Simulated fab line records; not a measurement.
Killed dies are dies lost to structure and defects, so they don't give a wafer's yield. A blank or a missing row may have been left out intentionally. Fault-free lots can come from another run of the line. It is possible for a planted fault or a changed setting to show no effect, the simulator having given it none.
fab line records / flow n5_finfet
record lots=4 wafers=12 last_day=17
route steps=1938 shown BEOL_M4@1099 BEOL_M5@1112 BEOL_M6@1197 PASSIVATION@1936
lots that met no fault: from a run of the same line without faults
start_h: the number of hours between the record's first day and the start of the first shown wafer of the lot / wait_h: time in hours since the lot's previous step / " the same as in the row above / L1.1+2: a row that stands for several wafers / - no value, or no start was given / * or withheld: withheld / < > ~ a bound
route shown NAME@n: NAME is a module with steps in the file, n the number in the route of the first one / usual: average and standard deviation across the fault-free wafers / same: alike in all rows / chamber/n: place in a boat / sites: per-site readings / _std_site: standard deviation of those values / _edge_site: the outer-site mean with the inner-site mean subtracted / radius_mm: how far each site lies from the wafer's centre / mask NAME#n: copy n / behind: the tool/chamber that last shaped the wafer / hold: why the lot went on hold/how many hours it stayed there/how the hold came to an end / device: whichever transistor did not switch (one of n, p or np) / end of line: the route-end tests of the same wafers / a step without rows: its recipe alone / killed: not the wafer's yield, but the dies lost to structure and defects at the first sort / map: shows each die of a wafer: x if killed, . if not, _ if none is there
set.NAME: the setting the step ran with; set.NAME@STEP: the setting that earlier step ran with / model.NAME: the simulator's own value behind a step, which no gauge read
certain route steps with their lots: each step a table, each wafer a row
services: a tool's chamber out of use, with start hour (start_h, from the record's first day; less than 0 if before it), hours out, and reason
## steps
# step N5_BEOL_M4_ANNEAL_95
# recipe temp_c=400 time_s=240 ambient=vacuum
# step N5_BEOL_M4_SPUTTER_96
# recipe material=Cu target_thk_a=45 temp_c=-20 chamber_pressure_pa=0.07 power_w=withheld time_s=8.29
# step N5_BEOL_M4_ECD_50
# recipe material=Cu target_thk_a=3000
# step N5_BEOL_M4_ANNEAL_51
# recipe temp_c=225 time_s=90 ambient=N2
# step N5_BEOL_M4_CMP_52
# recipe stop_on=SiOC t_overpolish_s=6.8 down_force_psi=1 platen_rpm=50 clearing_platen_down_force_psi=1.5 clearing_platen_rpm=50 post_cmp_clean=cu_alkaline target_thk_nm=40 clearing_platen_pad_velocity_m_s=0.99484 pad_velocity_m_s=0.99484
# step N5_BEOL_M4_PRE_CLEAN_60
# recipe gas=NH3/H2 time_s=15 temp_c=* rf_power_w=300
# step N5_BEOL_M4_CO_CAP_55
# recipe material=Co target_thk_a=20 temp_c=200 precursor=CCTBA/H2 pressure_torr=30 time_s=102.1
# step N5_BEOL_M4_PRE_CLEAN_56
# recipe gas=NH3 time_s=15 temp_c=withheld rf_power_w=300
# step N5_BEOL_M4_DEP_57
# recipe material=SiCN target_thk_a=80 temp_c=withheld precursor=3MS/NH3 pressure_torr=3 rf_w=202 time_s=14
# step N5_BEOL_M4_RC_MEAS_101
# usual DIBL_N=36.1/1.5 DIBL_P=36.1/1.9 IOFF_N=0.159/0.029 IOFF_P=0.21/0.038 ION_N=675/11 ION_P=464/8.1 SS_N=71.5/0.57 SS_P=73.3/0.64 VT_N=249/3.1 VT_P=-250/3.8
lot.wafer=L888.2 tool=prober-02 chamber=0 start_h=176.86 wait_h=0.2 DIBL_N[mV/V]=36.9 DIBL_P[mV/V]=38.1 IOFF_N[nA/um]=0.187 IOFF_P[nA/um]=0.27 ION_N[uA/um]=691 ION_P[uA/um]=478 SS_N[mV/dec]=71.6 SS_P[mV/dec]=74.2 VT_N[mV]=245 VT_P[mV]=-242
lot.wafer=L888.5 tool=prober-02 chamber=0 start_h=176.86 wait_h=0.2 DIBL_N[mV/V]=36.5 DIBL_P[mV/V]=38.2 IOFF_N[nA/um]=0.179 IOFF_P[nA/um]=0.27 ION_N[uA/um]=692 ION_P[uA/um]=479 SS_N[mV/dec]=72.5 SS_P[mV/dec]=73.7 VT_N[mV]=248 VT_P[mV]=-245
lot.wafer=L888.6 tool=prober-02 chamber=0 start_h=176.86 wait_h=0.2 DIBL_N[mV/V]=35.3 DIBL_P[mV/V]=35.5 IOFF_N[nA/um]=0.145 IOFF_P[nA/um]=0.21 ION_N[uA/um]=675 ION_P[uA/um]=465 SS_N[mV/dec]=72.1 SS_P[mV/dec]=73.7 VT_N[mV]=250 VT_P[mV]=-249
lot.wafer=L889.1 tool=prober-01 chamber=0 start_h=177.38 wait_h=0.0 DIBL_N[mV/V]=39.6 DIBL_P[mV/V]=37.8 IOFF_N[nA/um]=0.197 IOFF_P[nA/um]=0.25 ION_N[uA/um]=674 ION_P[uA/um]=466 SS_N[mV/dec]=72.4 SS_P[mV/dec]=73.6 VT_N[mV]=247 VT_P[mV]=-246
lot.wafer=L889.3 tool=prober-01 chamber=0 start_h=177.38 wait_h=0.0 DIBL_N[mV/V]=38.7 DIBL_P[mV/V]=38.8 IOFF_N[nA/um]=0.193 IOFF_P[nA/um]=0.27 ION_N[uA/um]=679 ION_P[uA/um]=469 SS_N[mV/dec]=71.7 SS_P[mV/dec]=73.3 VT_N[mV]=247 VT_P[mV]=-245
lot.wafer=L889.6 tool=prober-01 chamber=0 start_h=177.38 wait_h=0.0 DIBL_N[mV/V]=35.5 DIBL_P[mV/V]=33.8 IOFF_N[nA/um]=0.126 IOFF_P[nA/um]=0.18 ION_N[uA/um]=653 ION_P[uA/um]=450 SS_N[mV/dec]=71.8 SS_P[mV/dec]=72.7 VT_N[mV]=254 VT_P[mV]=-250
lot.wafer=L906.3 tool=prober-01 chamber=0 start_h=281.61 wait_h=0.3 DIBL_N[mV/V]=36.0 DIBL_P[mV/V]=36.2 IOFF_N[nA/um]=0.162 IOFF_P[nA/um]=0.25 ION_N[uA/um]=686 ION_P[uA/um]=475 SS_N[mV/dec]=71.7 SS_P[mV/dec]=72.9 VT_N[mV]=249 VT_P[mV]=-242
lot.wafer=L906.4 tool=prober-01 chamber=0 start_h=281.61 wait_h=0.3 DIBL_N[mV/V]=34.5 DIBL_P[mV/V]=34.2 IOFF_N[nA/um]=0.131 IOFF_P[nA/um]=0.21 ION_N[uA/um]=674 ION_P[uA/um]=467 SS_N[mV/dec]=71.0 SS_P[mV/dec]=71.9 VT_N[mV]=248 VT_P[mV]=-245
lot.wafer=L906.5 tool=prober-01 chamber=0 start_h=281.61 wait_h=0.3 DIBL_N[mV/V]=35.5 DIBL_P[mV/V]=35.1 IOFF_N[nA/um]=0.150 IOFF_P[nA/um]=0.23 ION_N[uA/um]=684 ION_P[uA/um]=477 SS_N[mV/dec]=72.2 SS_P[mV/dec]=73.2 VT_N[mV]=251 VT_P[mV]=-246
lot.wafer=L909.2 tool=prober-01 chamber=0 start_h=321.60 wait_h=0.2 DIBL_N[mV/V]=36.2 DIBL_P[mV/V]=37.9 IOFF_N[nA/um]=0.192 IOFF_P[nA/um]=0.27 ION_N[uA/um]=679 ION_P[uA/um]=475 SS_N[mV/dec]=71.6 SS_P[mV/dec]=74.0 VT_N[mV]=246 VT_P[mV]=-244
lot.wafer=L909.4 tool=prober-01 chamber=0 start_h=321.60 wait_h=0.2 DIBL_N[mV/V]=34.7 DIBL_P[mV/V]=35.0 IOFF_N[nA/um]=0.153 IOFF_P[nA/um]=0.21 ION_N[uA/um]=683 ION_P[uA/um]=473 SS_N[mV/dec]=71.3 SS_P[mV/dec]=73.3 VT_N[mV]=249 VT_P[mV]=-250
lot.wafer=L909.6 tool=prober-01 chamber=0 start_h=321.60 wait_h=0.2 DIBL_N[mV/V]=36.2 DIBL_P[mV/V]=36.5 IOFF_N[nA/um]=0.183 IOFF_P[nA/um]=0.23 ION_N[uA/um]=682 ION_P[uA/um]=463 SS_N[mV/dec]=71.3 SS_P[mV/dec]=74.1 VT_N[mV]=248 VT_P[mV]=-248
# step N5_BEOL_M5_ILD_DEP_00
# recipe material=SiCOH_lowk target_thk_a=1406.4 temp_c=300 precursor=DEMS/porogen pressure_torr=5 rf_w=500 time_s=25.9
# step N5_BEOL_M5_CURE_79
# recipe temp_c=385 time_s=240 ambient=He/Ar material=SiCOH_lowk
# step N5_BEOL_M5_PECVD_70
# recipe material=SiO2 target_thk_a=160 temp_c=400 precursor=TEOS/O2 pressure_torr=5.5 rf_w=450 teos_flow_sccm=53.8 gas=O2 flow_sccm=3000 time_s=18
# step N5_BEOL_M5_HM_DEP_02
# recipe material=TiN target_thk_a=200 temp_c=25 chamber_pressure_pa=0.49996
# step N5_BEOL_M5_COAT_59
# recipe resist=SOC temp_c=250 time_s=60 spin_rpm=1500 resist_thk_nm=60
# step N5_BEOL_M5_COAT_60
# recipe resist=SiARC temp_c=220 time_s=60 spin_rpm=1500 resist_thk_nm=12
# step N5_BEOL_M5_COAT_71
# recipe resist=underlayer temp_c=205 time_s=60 spin_rpm=1500 resist_thk_nm=5
# step N5_BEOL_M5_COAT_05
# recipe resist=CAR-EUV spin_rpm=1500 resist_thk_nm=30
# step N5_BEOL_M5_EBR_07
# recipe solvent=PGMEA ebr_width_mm=1.5
# step N5_BEOL_M5_SOFTBAKE_06
# recipe temp_c=110 time_s=60 resist=CAR-EUV
# step N5_BEOL_M5_EXPOSE_08
# recipe mask_id=M5 na=0.33 source_shape=annular sigma_inner=0.4 sigma_outer=0.8 polarization=unpolarized target_cd_nm=28 dose_mj=35.75
# step N5_BEOL_M5_PEB_09
# recipe peb_temp_c=100 peb_time_s=60 resist=CAR-EUV
# step N5_BEOL_M5_DEVELOP_10
# recipe develop_time_s=30 developer=TMAH resist=CAR-EUV rinse_liquid=surfactant_rinse dry=air_spin dev_temp_c=23
# step N5_BEOL_M5_DESCUM_16
# recipe chemistry=O2 time_s=7 source_power_w=50 bias_power_w=20 pressure_mtorr=20 rf_frequency_hz=2.712e+07 temp_c=40 resist=CAR-EUV o2_flow_sccm=225
# step N5_BEOL_M5_ETCH_72
# recipe chemistry=N2/H2 target=underlayer target_depth_a=65 mask_material=CAR-EUV time_s=5.2 ion_energy_ev=200 pressure_mtorr=30 source_w=840 bias_w=150 n2_flow_sccm=200 h2_flow_sccm=200 ends=cleared
# step N5_BEOL_M5_ETCH_61
# recipe chemistry=CF4 target=SiARC target_depth_a=156 mask_material=CAR-EUV time_s=26 ion_energy_ev=80 pressure_mtorr=40 source_w=545 bias_w=36 Ar_flow_sccm=100 cf4_flow_sccm=100 ends=cleared
# step N5_BEOL_M5_ETCH_62
# recipe chemistry=N2/H2 target=SOC target_depth_a=750 overetch_a=150 mask_material=SiARC temp_c=40 time_s=112.5 ion_energy_ev=200 pressure_mtorr=30 source_w=840 bias_w=150 n2_flow_sccm=200 h2_flow_sccm=200
# step N5_BEOL_M5_STRIP_63
# recipe chemistry=N2/H2 temp_c=40 n2_flow_sccm=200 h2_flow_sccm=200 rf_frequency_hz=6e+07
# step N5_BEOL_M5_STRIP_73
# recipe chemistry=N2/H2 temp_c=40 n2_flow_sccm=200 h2_flow_sccm=200 rf_frequency_hz=6e+07
# step N5_BEOL_M5_STRIP_64
# recipe chemistry=CF4 resist=SiARC power_w=300 bias_power_w=75 pressure_mtorr=50 cf4_flow_sccm=150 rf_frequency_hz=6e+07
# step N5_BEOL_M5_HM_OPEN_17
# recipe chemistry=Cl2/BCl3 target_depth_a=200 overetch_a=60 target=TiN mask_material=SOC ion_energy_ev=150 pressure_mtorr=10 icp_w=1000 bias_w=126 Cl2_flow_sccm=53.25 bcl3_flow_sccm=21.75 Ar_flow_sccm=25
# step N5_BEOL_M5_STRIP_19
# recipe chemistry=O2 power_w=400 temp_c=40 pressure_mtorr=30 rf_frequency_hz=6e+07 bias_power_w=0 overash_fraction=0.2 o2_flow_sccm=225
# step N5_BEOL_M5_COAT_65
# recipe resist=SOC temp_c=250 time_s=60 spin_rpm=1500 resist_thk_nm=60
# step N5_BEOL_M5_COAT_66
# recipe resist=SiARC temp_c=220 time_s=60 spin_rpm=1500 resist_thk_nm=12
# step N5_BEOL_M6_PECVD_70
# recipe material=SiO2 target_thk_a=200 temp_c=400 precursor=TEOS/O2 pressure_torr=5.5 rf_w=450 teos_flow_sccm=53.8 gas=O2 flow_sccm=3000 time_s=22.7
# usual chamber_pressure_Torr=5.500/0.013 heater_power_outer_w=408/77 heater_power_w=684/110 showerhead_plenum_p_Torr=8.80/0.059 throttle_valve_pct=23.0/1.5
lot.wafer=L888.2 tool=pecvd-03 chamber=2 start_h=190.01 wait_h=0.0 chamber_pressure_Torr=- heater_power_outer_w=- heater_power_w=- showerhead_plenum_p_Torr=- throttle_valve_pct=-
lot.wafer=L888.5 tool=pecvd-03 chamber=2 start_h=190.01 wait_h=0.0 chamber_pressure_Torr=- heater_power_outer_w=- heater_power_w=- showerhead_plenum_p_Torr=- throttle_valve_pct=-
lot.wafer=L888.6 tool=pecvd-03 chamber=0 start_h=190.01 wait_h=0.0 chamber_pressure_Torr=- heater_power_outer_w=- heater_power_w=- showerhead_plenum_p_Torr=- throttle_valve_pct=-
lot.wafer=L889.1 tool=pecvd-03 chamber=2 start_h=190.27 wait_h=0.0 chamber_pressure_Torr=- heater_power_outer_w=- heater_power_w=- showerhead_plenum_p_Torr=- throttle_valve_pct=-
lot.wafer=L889.3 tool=pecvd-03 chamber=0 start_h=190.27 wait_h=0.0 chamber_pressure_Torr=- heater_power_outer_w=- heater_power_w=- showerhead_plenum_p_Torr=- throttle_valve_pct=-
lot.wafer=L889.6 tool=pecvd-03 chamber=2 start_h=190.27 wait_h=0.0 chamber_pressure_Torr=- heater_power_outer_w=- heater_power_w=- showerhead_plenum_p_Torr=- throttle_valve_pct=-
lot.wafer=L906.3 tool=pecvd-04 chamber=1 start_h=293.00 wait_h=0.0 chamber_pressure_Torr=5.489 heater_power_outer_w=528 heater_power_w=838 showerhead_plenum_p_Torr=8.73 throttle_valve_pct=23.2
lot.wafer=L906.4 tool=pecvd-04 chamber=1 start_h=293.00 wait_h=0.0 chamber_pressure_Torr=5.500 heater_power_outer_w=549 heater_power_w=871 showerhead_plenum_p_Torr=8.73 throttle_valve_pct=22.8
lot.wafer=L906.5 tool=pecvd-04 chamber=0 start_h=293.00 wait_h=0.0 chamber_pressure_Torr=5.496 heater_power_outer_w=441 heater_power_w=690 showerhead_plenum_p_Torr=8.83 throttle_valve_pct=22.2
lot.wafer=L909.2 tool=pecvd-03 chamber=2 start_h=334.15 wait_h=0.0 chamber_pressure_Torr=5.496 heater_power_outer_w=498 heater_power_w=892 showerhead_plenum_p_Torr=8.76 throttle_valve_pct=22.1
lot.wafer=L909.4 tool=pecvd-03 chamber=0 start_h=334.15 wait_h=0.0 chamber_pressure_Torr=5.501 heater_power_outer_w=388 heater_power_w=663 showerhead_plenum_p_Torr=8.78 throttle_valve_pct=25.2
lot.wafer=L909.6 tool=pecvd-03 chamber=2 start_h=334.15 wait_h=0.0 chamber_pressure_Torr=5.501 heater_power_outer_w=508 heater_power_w=882 showerhead_plenum_p_Torr=8.76 throttle_valve_pct=21.8
# step N5_PASSIVATION_PROBE_49
# usual defect_limited_yield=91.5/1.6 killed_at_M0_to_M3=33/10 killed_at_M4_up=13/5.6 killed_at_contacts=13/6 killed_at_front_end=39/12 killed_at_other=3.0/2.8 killed_dies=101/19 killed_open=65/13 killed_short=32/8.3 sort_bin_5_function=5.0/1 sort_bin_6_memory=3.1/0.69 sort_n_pass=1079/19 sort_yield_pct=91.5/1.6
# same gross_dies=1180 killed_at_back_side=0 sort_bin_4_leakage[%]=0 sort_bin_8_speed[%]=0
lot.wafer=L889.1 tool=prober-01 chamber=- start_h=270.45 wait_h=0.1 defect_limited_yield[%]=64.2 killed_at_M0_to_M3=29 killed_at_M4_up=355 killed_at_contacts=10 killed_at_front_end=26 killed_at_other=3 killed_dies=423 killed_open=50 killed_short=23 sort_bin_5_function[%]=33.3 sort_bin_6_memory[%]=2.4 sort_n_pass=757 sort_yield_pct[%]=64.2
lot.wafer=L889.3 tool=prober-01 chamber=- start_h=270.55 wait_h=0.2 defect_limited_yield[%]=62.8 killed_at_M0_to_M3=48 killed_at_M4_up=333 killed_at_contacts=15 killed_at_front_end=40 killed_at_other=3 killed_dies=439 killed_open=82 killed_short=31 sort_bin_5_function[%]=33.7 sort_bin_6_memory[%]=2.8 sort_n_pass=741 sort_yield_pct[%]=62.8
lot.wafer=L889.6 tool=prober-01 chamber=- start_h=270.70 wait_h=0.4 defect_limited_yield[%]=65.6 killed_at_M0_to_M3=23 killed_at_M4_up=353 killed_at_contacts=3 killed_at_front_end=19 killed_at_other=8 killed_dies=406 killed_open=47 killed_short=9 sort_bin_5_function[%]=32.6 sort_bin_6_memory[%]=1.8 sort_n_pass=774 sort_yield_pct[%]=65.6
lot.wafer=L888.2 tool=prober-02 chamber=- start_h=278.44 wait_h=0.1 defect_limited_yield[%]=64.5 killed_at_M0_to_M3=42 killed_at_M4_up=338 killed_at_contacts=7 killed_at_front_end=28 killed_at_other=4 killed_dies=419 killed_open=59 killed_short=34 sort_bin_5_function[%]=32.2 sort_bin_6_memory[%]=3.1 sort_n_pass=761 sort_yield_pct[%]=64.5
lot.wafer=L888.5 tool=prober-02 chamber=- start_h=278.59 wait_h=0.2 defect_limited_yield[%]=64.3 killed_at_M0_to_M3=50 killed_at_M4_up=325 killed_at_contacts=15 killed_at_front_end=29 killed_at_other=2 killed_dies=421 killed_open=77 killed_short=36 sort_bin_5_function[%]=31.0 sort_bin_6_memory[%]=3.9 sort_n_pass=759 sort_yield_pct[%]=64.3
lot.wafer=L888.6 tool=prober-02 chamber=- start_h=278.64 wait_h=0.3 defect_limited_yield[%]=63.4 killed_at_M0_to_M3=34 killed_at_M4_up=352 killed_at_contacts=8 killed_at_front_end=37 killed_at_other=1 killed_dies=432 killed_open=68 killed_short=29 sort_bin_5_function[%]=33.1 sort_bin_6_memory[%]=3.1 sort_n_pass=748 sort_yield_pct[%]=63.4
lot.wafer=L906.3 tool=prober-02 chamber=- start_h=380.69 wait_h=0.1 defect_limited_yield[%]=92.0 killed_at_M0_to_M3=42 killed_at_M4_up=7 killed_at_contacts=6 killed_at_front_end=33 killed_at_other=6 killed_dies=94 killed_open=58 killed_short=31 sort_bin_5_function[%]=4.6 sort_bin_6_memory[%]=3.1 sort_n_pass=1086 sort_yield_pct[%]=92.0
lot.wafer=L906.4 tool=prober-02 chamber=- start_h=380.74 wait_h=0.2 defect_limited_yield[%]=90.3 killed_at_M0_to_M3=37 killed_at_M4_up=20 killed_at_contacts=22 killed_at_front_end=33 killed_at_other=2 killed_dies=114 killed_open=80 killed_short=30 sort_bin_5_function[%]=5.8 sort_bin_6_memory[%]=3.6 sort_n_pass=1066 sort_yield_pct[%]=90.3
lot.wafer=L906.5 tool=prober-02 chamber=- start_h=380.79 wait_h=0.2 defect_limited_yield[%]=91.7 killed_at_M0_to_M3=35 killed_at_M4_up=11 killed_at_contacts=11 killed_at_front_end=35 killed_at_other=6 killed_dies=98 killed_open=62 killed_short=35 sort_bin_5_function[%]=4.6 sort_bin_6_memory[%]=3.5 sort_n_pass=1082 sort_yield_pct[%]=91.7
lot.wafer=L909.2 tool=prober-01 chamber=- start_h=416.26 wait_h=0.1 defect_limited_yield[%]=92.2 killed_at_M0_to_M3=15 killed_at_M4_up=16 killed_at_contacts=15 killed_at_front_end=41 killed_at_other=5 killed_dies=92 killed_open=57 killed_short=30 sort_bin_5_function[%]=4.7 sort_bin_6_memory[%]=2.9 sort_n_pass=1088 sort_yield_pct[%]=92.2
lot.wafer=L909.4 tool=prober-01 chamber=- start_h=416.36 wait_h=0.2 defect_limited_yield[%]=91.2 killed_at_M0_to_M3=25 killed_at_M4_up=10 killed_at_contacts=17 killed_at_front_end=52 killed_at_other=0 killed_dies=104 killed_open=69 killed_short=33 sort_bin_5_function[%]=4.9 sort_bin_6_memory[%]=3.6 sort_n_pass=1076 sort_yield_pct[%]=91.2
lot.wafer=L909.6 tool=prober-01 chamber=- start_h=416.46 wait_h=0.3 defect_limited_yield[%]=92.3 killed_at_M0_to_M3=26 killed_at_M4_up=12 killed_at_contacts=15 killed_at_front_end=37 killed_at_other=1 killed_dies=91 killed_open=70 killed_short=20 sort_bin_5_function[%]=4.8 sort_bin_6_memory[%]=2.6 sort_n_pass=1089 sort_yield_pct[%]=92.3
# killed by level:class
L889.1 BEOL_M6:area_pecvd=347 BEOL_M2:geometric_particle:open=9 DUMMY_GATE:geometric_particle:open=7 MOL_CONTACT_COAG:geometric_particle:open=7 BEOL_M1:geometric_particle:open=5 FIN_SAQP:geometric_particle:open=4 BEOL_M0_SAQP:geometric_particle:open=4 FIN_SAQP:geometric_particle:short=3
L889.3 BEOL_M6:area_pecvd=326 FIN_SAQP:geometric_particle:open=15 BEOL_M1:geometric_particle:open=13 MOL_CONTACT_COAG:geometric_particle:open=12 BEOL_M0_SAQP:geometric_particle:open=9 BEOL_M2:geometric_particle:open=9 DUMMY_GATE:geometric_particle:open=5 BEOL_M1:geometric_particle:short=4
L889.6 BEOL_M6:area_pecvd=348 BEOL_M3:geometric_particle:open=8 BEOL_M1:geometric_particle:open=5 STI_FIN_REVEAL:geometric_particle:open=4 DUMMY_GATE:geometric_particle:open=4 FIN_SAQP:geometric_particle:short=3 FIN_SAQP:geometric_particle:open=3 MOL_CONTACT_COAG:geometric_particle:open=3
L888.2 BEOL_M6:area_pecvd=324 BEOL_M2:geometric_particle:open=13 BEOL_M0_SAQP:geometric_particle:open=12 GATE_CUT:geometric_particle:short=8 BEOL_M0_SAQP:geometric_particle:short=7 MOL_CONTACT_COAG:geometric_particle:open=6 BEOL_M4:geometric_particle:open=6 BEOL_M3:geometric_particle:open=5
L888.5 BEOL_M6:area_pecvd=304 BEOL_M0_SAQP:geometric_particle:short=14 MOL_CONTACT_COAG:geometric_particle:open=13 BEOL_M0_SAQP:geometric_particle:open=11 BEOL_M0:geometric_particle:open=6 BEOL_M1:geometric_particle:open=6 BEOL_M4:geometric_particle:open=5 DUMMY_GATE:geometric_particle:open=4
L888.6 BEOL_M6:area_pecvd=332 BEOL_M2:geometric_particle:open=14 STI_FIN_REVEAL:geometric_particle:open=8 BEOL_M4:geometric_particle:open=8 BEOL_M0_SAQP:geometric_particle:open=6 FIN_SAQP:geometric_particle:open=5 MOL_CONTACT_COAG:geometric_particle:open=5 GATE_CUT:geometric_particle:short=4
L906.3 BEOL_M2:geometric_particle:open=17 FIN_SAQP:geometric_particle:short=6 STI_FIN_REVEAL:geometric_particle:open=6 GATE_CUT:geometric_particle:short=6 BEOL_M0_SAQP:geometric_particle:short=6 MOL_CONTACT_COAG:geometric_particle:open=5 BEOL_M1:geometric_particle:open=4 BEOL_M3:geometric_particle:open=4
L906.4 MOL_CONTACT_COAG:geometric_particle:open=22 BEOL_M1:geometric_particle:open=11 BEOL_M4:geometric_particle:open=11 BEOL_M0_SAQP:geometric_particle:open=9 STI_FIN_REVEAL:geometric_particle:open=6 FIN_SAQP:geometric_particle:short=5 GATE_CUT:geometric_particle:short=5 STARTING-WAFER:geometric_particle:short=5
L906.5 MOL_CONTACT_COAG:geometric_particle:open=9 DUMMY_GATE:geometric_particle:open=8 BEOL_M1:geometric_particle:open=7 GATE_CUT:geometric_particle:short=6 BEOL_M0_SAQP:geometric_particle:short=6 BEOL_M4:geometric_particle:open=6 BEOL_M2:geometric_particle:open=5 BEOL_M3:geometric_particle:open=5
L909.2 STI_FIN_REVEAL:geometric_particle:open=10 MOL_CONTACT_COAG:geometric_particle:open=9 FIN_SAQP:geometric_particle:open=8 MOL_CONTACT_COAG:geometric_particle:short=6 BEOL_M0_SAQP:geometric_particle:short=6 BEOL_M4:geometric_particle:open=6 FIN_SAQP:geometric_particle:short=4 STI_FIN_REVEAL:geometric_particle:short=4
L909.4 STI_FIN_REVEAL:geometric_particle:open=16 MOL_CONTACT_COAG:geometric_particle:open=15 FIN_SAQP:geometric_particle:open=9 BEOL_M0_SAQP:geometric_particle:short=7 BEOL_M2:geometric_particle:open=5 FIN_SAQP:geometric_particle:short=4 STI_FIN_REVEAL:geometric_particle:short=4 BEOL_M0_SAQP:geometric_particle:open=4
L909.6 MOL_CONTACT_COAG:geometric_particle:open=11 STI_FIN_REVEAL:geometric_particle:open=9 BEOL_M1:geometric_particle:open=9 BEOL_M4:geometric_particle:open=7 BEOL_M3:geometric_particle:open=6 FIN_SAQP:geometric_particle:open=5 MOL_CONTACT_COAG:geometric_particle:short=4 BEOL_M2:geometric_particle:open=4
# map L888.6 (x killed, . not)
_________________x.x.x.......________________
______________.x.x.x...xxx.x.x.._____________
___________x.....xxxx...x..........__________
__________.x...x.x.x...x..x...x....._________
________xx....x....xxx.....x.........._______
_______...xx.x.....xxx.xxx....x..x.....______
______..x...x...xxxx.xxxx.xx.x.x....x..._____
_____.......x.xx...x..xxxx....x...xx.....____
____....xx.xxxx.xx.xx.x....x...xx....xx...___
___...xx.....x.xxxx.....xxx.xxxx.....xx....__
___.....x.....xx.xx..xxxxxx.xxxx..xx...x...__
__..xx.x..x.xxx.x.xx.xxxxxx.x.xxx.x.x..x...._
__.....x.x...x.xxxx.xxxxxxxxxxx.xx.x..x....x_
_....xx.xxx...x.xxxx.x..xxx..xxxxx.xx..x.....
_..x...x...x....xx..xxxxxxxxxxx.x.xx..x.x.x..
_x............xxxxxx.xxxxxx.xxxxx..xx......x.
_..........xx..xx...xxxxxxxxxxxx...xx.......x
_.....xx..x...x.xx.xxxxx.xxxxxxxxx.xxx.x..x..
_...x......xxxxxxx..xxxx.xxxxx.xxxx..xxx.....
_......x......x.xx..xxxx.xxxxx.x.xxx.x.x.....
_.......x.....x.x.xx.xxxxxxx.xx...x..x.......
__.....x.x.xx.xxxxx.xxxxxxxxxx.x.xx.x......._
__..........xx..xx.....x.xxx..xxxx...xx..x.._
___..x........x..xx..xxxxx...xx.xxxx.......__
___........x....x.x.xxxxxxx.xx.xx.........x__
____..........x.x....x.xx...x.x........x..___
_____............x..xx..x.x........x.....____
______................x..xx............._____
_______.................x...x.....x....______
________.x........x.x.....x........x.._______
__________.......x.........x........_________
___________..x.x.......x.x.........__________
______________.................._____________
_________________x...........________________
# map L889.3 (x killed, . not)
_________________..xx...x...x________________
______________.................._____________
___________....xx.......x....x..x..__________
__________...x..x..xx...x.x..x...x.._________
________....x......x..xx....x.x.x....x_______
_______....xx.xxx..........xxxx....xx.x______
______.....x....x.x..x...x.x.xx........._____
_____x.....xx.x..x.x.xx.xxx.x..x.x..x....____
____...........x.xxxxxx...x.......x.xx..xx___
___.....x...x....xx..xxx.x.xx..xxx......x..__
___.x.....xx.xxxx..x..x..xxxx.xxxx.x..xx...__
__....x.x.xxxx.xxx.xxx.xxxxxxxxxxx.x....x..._
__...x...xxxxxx.x..x.x...x.xxx.xxxx.....x.x._
_...xx..x....xxxxxxx.xxxxx.xxx.xx.x.xx.xxx...
_...........xx.xxxx.x..x.xxxxxxxxxxxx.x.x....
_............xxxxxxxxxxx.xxx.xxxxxxxxx.x.....
_.x....x..x..x.xxx..xxxxxxxx.xx.xx..x........
_..........xxxxxxxxxxxxxxxx..x..xx.....x.x...
_........x..x.x.xxxxxxxxxxxx...xxxxxxxxx.....
_.x.x.xx...xx..x.xx.xxxxxxxxx.x.xxx.x......xx
_..........x.xxx.xx..xxxxxxx..xxx..xx........
__...x.....xx.....xxx.x.xx.x.xxx....x......._
__..x.....x..x...xx..xx.xx.xx..xxx.x.x......_
___.....x...x.x.xxxx.x..x.xxxxxxx.x.xx.x...__
___.........x...x.xxxx.x.x..x...x.x.x.....x__
____.............x.x.....xxxx......xx....x___
_____.xx....x.x...xxx...x........x.......____
______........x.......x..xx............._____
_______......x....x.x.x.xx.xx....x.x...______
________....................xx....xx.._______
__________........x......xx........x_________
___________....x................x..__________
______________...............x.._____________
_________________........x...________________
## services
tool=pecvd-03 chamber=0 start_h=218.77 hours=14.6 kind=repair
tool=pecvd-03 chamber=- start_h=232.87 hours=3.7 kind=repair
tool=pecvd-04 chamber=0 start_h=271.90 hours=10.6 kind=repair
tool=pecvd-04 chamber=0 start_h=320.09 hours=16.5 kind=scheduled_down
## key
first_sign step=N5_BEOL_M6_PECVD_70 reading=tool_record direction=missing
effect step=N5_PASSIVATION_PROBE_49 reading=killed_at_M4_up direction=up sigmas=59 usual=13 struck=343
more_kills_born_at N5_BEOL_M6_PECVD_70@pecvd-03=1981
met_at N5_BEOL_M6_PECVD_70
struck_wafers L888.2,L888.5,L888.6,L889.1,L889.3,L889.6
fault kind=skipped_step_whole tool=pecvd-03 chamber=- onset_h=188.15 steps=N5_BEOL_M6_PECVD_70 scope=struck_lots_only
